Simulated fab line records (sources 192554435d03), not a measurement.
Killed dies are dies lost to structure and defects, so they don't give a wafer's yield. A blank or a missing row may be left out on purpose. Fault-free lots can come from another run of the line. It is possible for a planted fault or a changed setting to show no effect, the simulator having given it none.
The tool behind it: which one? / flow n5-finfet / at 1 step of a route of 1938, 11 lots with 31 wafers sampled

WHAT THE GAUGES READ, wafer by wafer
N5_MOL_CONTACT_COAG_OVL_MEAS_09.
lot=L483; measured=day 5 15:29; on=overlay-02; CA_OVL (nm)=0.9 1.2 0.9
lot=L486; measured=day 6 12:50; on=overlay-01; CA_OVL (nm)=-0.4 -0.5 0.0
lot=L487; measured=day 6 22:36; on=overlay-02; CA_OVL (nm)=-0.2 -0.1 0.5
lot=L488; measured=day 7 04:29; on=overlay-02; CA_OVL (nm)=0.4 0.1
lot=L489; measured=day 7 15:25; on=overlay-01; CA_OVL (nm)=-0.6 -0.3 -0.8
lot=L490; measured=day 7 22:13; on=overlay-02; CA_OVL (nm)=0.2 -0.1 -0.5
lot=L498; measured=day 9 13:24; on=overlay-01; CA_OVL (nm)=0.2 -0.4 0.5
lot=L499; measured=day 9 21:15; on=overlay-01; CA_OVL (nm)=0.9 0.2 0.7
lot=L500; measured=day 9 21:31; on=overlay-02; CA_OVL (nm)=0.4 0.4 0.7
lot=L501; measured=day 10 07:21; on=overlay-01; CA_OVL (nm)=0.2 0.3
lot=L502; measured=day 10 13:43; on=overlay-01; CA_OVL (nm)=0.1 0.0 -1.4

TOOL THAT RAN EACH LOT (tool first, then ch and the chambers of the sampled wafers, then the start)
The record holds no process step before these readings.

WHAT THE TOOLS THEMSELVES READ (means of the sampled wafers that have a number; where no wafer has one, the mark that the record gives instead)
The record holds no such reading with a usual standard deviation.

THE ANSWER, worked out from the rows above alone
Rule: the usual values come from the lots themselves. The widest of any qualifying gaps counts: lots, ordered by their means at a reading, are off when they make up no more than a third of the lots, leave a main group of 4 or more, and stand apart from it by 3 or more times the standard deviation of that group's means. A main group whose means are all the same, to the digits that the tables above print for the reading, isn't used. Also off: a lot with no number at a reading for which 4 or more lots have one. The other lots that the step has rows for count as sound. After the gauges, taken in route order, come the tools' own readings; for these a lot's mean is taken, as printed above. The first step at which some lot is off is used, and at that step the reading that is off furthest; a lot without a number counts as furthest.
None of the lots is off at any reading shown; this tells nothing.

WHAT THE SIMULATOR PUT IN
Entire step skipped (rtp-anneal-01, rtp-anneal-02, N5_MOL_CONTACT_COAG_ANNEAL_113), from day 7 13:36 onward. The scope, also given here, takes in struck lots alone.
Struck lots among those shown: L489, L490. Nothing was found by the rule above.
